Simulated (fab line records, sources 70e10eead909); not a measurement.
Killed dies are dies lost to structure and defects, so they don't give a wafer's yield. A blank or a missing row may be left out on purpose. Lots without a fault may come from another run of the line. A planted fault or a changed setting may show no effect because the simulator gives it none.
Which tool did it? | flow nand_harc | 11 lots, 33 wafers sampled, at 2 steps of a route of 1159

WHAT THE GAUGES READ, wafer by wafer
NHARC_P_M2_INSPECT_11.
lot  | measured     | on                | raw_defect_count
L764 | day 6 07:06  | defect_inspect-02 | 4 8 8
L766 | day 6 20:37  | defect_inspect-02 | 1 4 6
L767 | day 6 22:07  | defect_inspect-02 | 2 4 3
L768 | day 7 13:58  | defect_inspect-02 | 4 5 2
L770 | day 7 14:08  | defect_inspect-01 | 0 3 4
L773 | day 8 07:19  | defect_inspect-02 | 2 1 1
L775 | day 8 21:26  | defect_inspect-01 | 1 2 3
L774 | day 8 21:37  | defect_inspect-02 | 0 4 2
L776 | day 9 10:00  | defect_inspect-01 | 4 6 7
L778 | day 9 10:29  | defect_inspect-01 | 3 1 2
L780 | day 10 03:32 | defect_inspect-01 | 6 2 0

WHICH TOOL RAN EACH LOT (tool, then ch and the chambers of the sampled wafers, then the start)
lot  | NHARC_P_M1_PRE_CLEAN_32
L764 | pecvd-04 ch 0,1,2, day 6 05:40
L766 | pecvd-04 ch 0,1,2, day 6 19:11
L767 | pecvd-03 ch 0,2, day 6 20:47
L768 | pecvd-03 ch 0,2, day 7 12:21
L770 | pecvd-03 ch 1,2, day 7 12:41
L773 | pecvd-02 ch 1,2, day 8 05:59
L775 | pecvd-02 ch 0,1,2, day 8 19:50
L774 | pecvd-04 ch 0,1, day 8 20:10
L776 | pecvd-03 ch 1,2, day 9 08:42
L778 | pecvd-03 ch 1,2, day 9 09:05
L780 | pecvd-02 ch 1,2, day 10 02:00
- NHARC_P_M1_PRE_CLEAN_32: time 12 s.

THE ANSWER, worked out from the rows above alone
Rule: what is usual is taken from the lots themselves. Put in order of their means at a reading, lots are off if they are a third of the lots or fewer, leave a main group of 4 or more, and stand apart from it by a gap of 3 or more times the standard deviation of the main group's means; of several such gaps the widest counts. A main group whose means are all the same, to the digits that the tables above print for the reading, isn't used. A lot without any number at a reading at which 4 lots or more have one is off too. The other lots that the step has rows for count as sound.
No lot is off at any reading shown: from this, nothing can be told.

WHAT THE SIMULATOR HAD PUT IN
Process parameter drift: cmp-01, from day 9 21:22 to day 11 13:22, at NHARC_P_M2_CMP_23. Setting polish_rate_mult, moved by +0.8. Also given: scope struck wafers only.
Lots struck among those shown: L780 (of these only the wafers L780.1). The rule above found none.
